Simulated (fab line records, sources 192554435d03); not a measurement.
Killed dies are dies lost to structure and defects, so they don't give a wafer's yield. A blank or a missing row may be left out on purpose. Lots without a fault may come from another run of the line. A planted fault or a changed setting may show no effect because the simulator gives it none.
Split-lot experiment | flow n5_finfet | 7 lots, 39 wafers read, on a route of 1938 steps

THE SPLIT
At N5_DUMMY_GATE_EXPOSE_12 (exposes mask GATE, target cd 25 nm), the setting dose_mj was moved away from the recipe's 34 on 15 of the 39 wafers read, by -6.5% to +5.2%. The other wafers ran this setting at the recipe's value.

FROM THE SPLIT TO THE READING: what the file shows between them, 2 steps
- N5_DUMMY_GATE_PEB_13: peb time 60 s
- N5_DUMMY_GATE_DEVELOP_14: develop time 30 s

THE READING
cd_nm, in nm, at N5_DUMMY_GATE_CD_MEAS_15 (target cd 25.8 nm). Fault-free wafers of this fab line usually give 25.08 nm, standard deviation 0.24 nm.

wafer  | tool, chamber at the split | dose_mj as run | against the recipe | cd_nm, nm | against lot-mates on the recipe
L076.1 | euv_scanner-02, 0          | 34             | recipe             | 25.54     | -
L076.2 | euv_scanner-02, 0          | 34             | recipe             | 24.96     | -
L076.3 | euv_scanner-02, 0          | 35.42          | +4.2%              | 24.40     | -0.90
L076.4 | euv_scanner-02, 0          | 34             | recipe             | 25.39     | -
L076.5 | euv_scanner-02, 0          | 35.42          | +4.2%              | 24.71     | -0.59
L076.6 | euv_scanner-02, 0          | 35.42          | +4.2%              | 23.92     | -1.38
L077.1 | euv_scanner-02, 0          | 31.78          | -6.5%              | 26.23     | +1.05
L077.2 | euv_scanner-02, 0          | 34             | recipe             | 25.25     | -
L077.3 | euv_scanner-02, 0          | 34             | recipe             | 25.31     | -
L077.4 | euv_scanner-02, 0          | 34             | recipe             | 24.97     | -
L077.5 | euv_scanner-02, 0          | 31.78          | -6.5%              | 26.31     | +1.13
L077.6 | euv_scanner-02, 0          | 31.78          | -6.5%              | 26.27     | +1.09
L080.1 | euv_scanner-01, 0          | 34             | recipe             | 25.52     | -
L080.2 | euv_scanner-01, 0          | 34             | recipe             | 25.08     | -
L080.3 | euv_scanner-01, 0          | 35.78          | +5.2%              | 24.07     | -1.14
L080.4 | euv_scanner-01, 0          | 35.78          | +5.2%              | 24.17     | -1.04
L080.5 | euv_scanner-01, 0          | 34             | recipe             | 25.03     | -
L080.6 | euv_scanner-01, 0          | 35.78          | +5.2%              | 23.87     | -1.34
L082.1 | euv_scanner-01, 0          | 34             | recipe             | 24.78     | -
L082.2 | euv_scanner-01, 0          | 34             | recipe             | 24.79     | -
L082.3 | euv_scanner-01, 0          | 34             | recipe             | 25.12     | -
L082.4 | euv_scanner-01, 0          | 34             | recipe             | 24.90     | -
L082.5 | euv_scanner-01, 0          | 34             | recipe             | 25.11     | -
L082.6 | euv_scanner-01, 0          | 34             | recipe             | 25.00     | -
L085.1 | euv_scanner-02, 0          | 34             | recipe             | 24.99     | -
L085.2 | euv_scanner-02, 0          | 33.23          | -2.3%              | 25.61     | +0.69
L085.3 | euv_scanner-02, 0          | 33.23          | -2.3%              | 25.64     | +0.72
L085.4 | euv_scanner-02, 0          | 34             | recipe             | 24.91     | -
L085.5 | euv_scanner-02, 0          | 34             | recipe             | 24.87     | -
L085.6 | euv_scanner-02, 0          | 33.23          | -2.3%              | 25.19     | +0.27
L090.2 | euv_scanner-01, 0          | 34             | recipe             | 24.81     | -
L090.5 | euv_scanner-01, 0          | 34             | recipe             | 25.05     | -
L090.6 | euv_scanner-01, 0          | 34             | recipe             | 24.95     | -
L093.1 | euv_scanner-02, 0          | 35.25          | +3.7%              | 24.46     | -0.79
L093.2 | euv_scanner-02, 0          | 34             | recipe             | 25.07     | -
L093.3 | euv_scanner-02, 0          | 35.25          | +3.7%              | 24.95     | -0.30
L093.4 | euv_scanner-02, 0          | 35.25          | +3.7%              | 24.05     | -1.20
L093.5 | euv_scanner-02, 0          | 34             | recipe             | 25.36     | -
L093.6 | euv_scanner-02, 0          | 34             | recipe             | 25.31     | -

THE FIT
A straight line over all 39 wafers: cd_nm changes by -0.183 nm for each +1% of dose_mj; r = -0.91; the points scatter about the line by 0.24 nm.
The same after taking each lot's own level away (the mean of its wafers on the recipe; 39 wafers): -0.2 nm for each +1%; r = -0.94; scatter 0.22 nm.
On that fit, the largest move of dose_mj shifts the reading by 1.3 nm.
The lots' own levels span 24.923 to 25.297 nm, that is 1.6 times the standard deviation above.
So the lot-to-lot level changes the slope little: the two slopes agree.
Check: with one of the wafers moved furthest among these (-6.5%) left out of the fit, the line predicts +1.32 nm for it against its lot-mates. It came out at +1.05 nm against them.

THE FILE'S OWN FIT
cd_nm changes by -0.201 nm for each +1% of dose_mj, r = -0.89.
